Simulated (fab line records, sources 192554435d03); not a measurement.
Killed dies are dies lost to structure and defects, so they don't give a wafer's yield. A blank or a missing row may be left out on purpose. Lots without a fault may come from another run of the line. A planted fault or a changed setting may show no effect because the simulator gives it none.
Problem report in the 8D (eight disciplines) form, filled by code | flow n5_finfet | the parts of the form that need people (team, actions taken, sign-off) are left out

1. THE PROBLEM
killed_at_other at N5_PASSIVATION_PROBE_49 reads a mean of 95.0 on 1 wafer of 1 lot; wafers without a fault read 3.3 with a standard deviation of 2.5. That is +37 standard deviations from the usual mean.
First seen on wafer L309.6, day 19 18:04, on prober-02. The record holds 6 wafers of 2 lots with a number at this step. Rule for "out", or "out of limits": more than 4 standard deviations from the usual mean. The other wafers with a number count as sound.

2. WHAT IT IS AND WHAT IT IS NOT
question                    | is                                                                                                   | is not
which readings at this step | killed_at_other, defect_limited_yield, killed_dies, sort_bin_5_function, sort_n_pass, sort_yield_pct | killed_at_M0_to_M3, killed_at_M4_up, killed_at_contacts, killed_at_front_end, killed_open, killed_short, sort_bin_6_memory
which lots                  | L309                                                                                                 | L305
which wafers of those lots  | L309.6                                                                                               | L309.2, L309.3
read on which tools         | prober-02                                                                                            | -
when                        | from day 19 18:04                                                                                    | up to then (5 sound wafers)

3. SUSPECTS, AND WHAT RULES EACH OUT
Counting: a tool at a process step up to the reading stays a suspect if it ran every lot that is out. Sound lots after the first of them don't rule it out here, since some wafers of a struck lot are sound.
- pvd_sputter-01 at N5_PASSIVATION_PRE_CLEAN_19: kept. It ran the lot that is out, L309 (day 19 11:35).
- rie_diel-03 at N5_PASSIVATION_STRIP_34 (strips in O2): kept. It ran the lot that is out, L309 (day 19 12:53).
- wet_bench-01 at N5_PASSIVATION_STRIP_51 (strips in post etch residue remover, time 1200 s): kept. It ran the lot that is out, L309 (day 19 12:58); its last sound lot up to then is L305 (day 17 18:26).
- prober-02 at N5_PASSIVATION_PROBE_49: kept. It ran the lot that is out, L309 (day 19 17:52); its last sound lot up to then is L305 (day 17 22:40). Its own readings are out on those wafers: defect_limited_yield, killed_at_other, killed_dies, sort_bin_5_function, sort_n_pass, sort_yield_pct.
- Within rie_diel-03 at N5_PASSIVATION_STRIP_34: the wafers that are out ran in chamber 0; their sound lot-mates ran in chambers 2, 3.
Left after counting: pvd_sputter-01 at N5_PASSIVATION_PRE_CLEAN_19, rie_diel-03 at N5_PASSIVATION_STRIP_34, wet_bench-01 at N5_PASSIVATION_STRIP_51, prober-02 at N5_PASSIVATION_PROBE_49.

4. THE CAUSE (what the simulator had put in)
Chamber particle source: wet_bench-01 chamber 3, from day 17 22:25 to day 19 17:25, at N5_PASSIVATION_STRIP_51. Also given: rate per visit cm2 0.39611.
Counting left 4 suspects, and this tool is among them.

5. THE CHAIN OF EFFECTS, in route order
Each row: a reading whose mean over the struck wafers that have a number lies more than 3 standard deviations from the usual. Only readings for which the record gives a usual standard deviation are gone through. hours: the time from each lot's start at the first step in this table that gives one to its start at this step, as a median over the lots. sigmas: the change in usual standard deviations.
hours | step                    | reading              | usual  | on struck wafers | change | sigmas
0     | N5_PASSIVATION_PROBE_49 | defect_limited_yield | 90.9 % | 82.6             | -8.3   | -5.9
0     | N5_PASSIVATION_PROBE_49 | killed_at_other      | 3.3    | 95.0             | +91.7  | +37
0     | N5_PASSIVATION_PROBE_49 | killed_dies          | 107    | 205              | +98    | +6.1
0     | N5_PASSIVATION_PROBE_49 | sort_bin_5_function  | 5.3 %  | 11.7             | +6.4   | +6.8
0     | N5_PASSIVATION_PROBE_49 | sort_n_pass          | 1073   | 975              | -98    | -6.1
0     | N5_PASSIVATION_PROBE_49 | sort_yield_pct       | 90.9 % | 82.6             | -8.3   | -5.9
The process steps in it:
- N5_PASSIVATION_PROBE_49

6. WHAT WOULD HAVE CAUGHT IT SOONER
In this record the first reading out of limits was taken at day 19 18:04, 44 hours after the fault began at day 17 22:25.
All the lots that are out (1) had begun N5_PASSIVATION_STRIP_51 on wet_bench-01 by day 19 18:04. A hold on the tool at that time would have spared none of them.
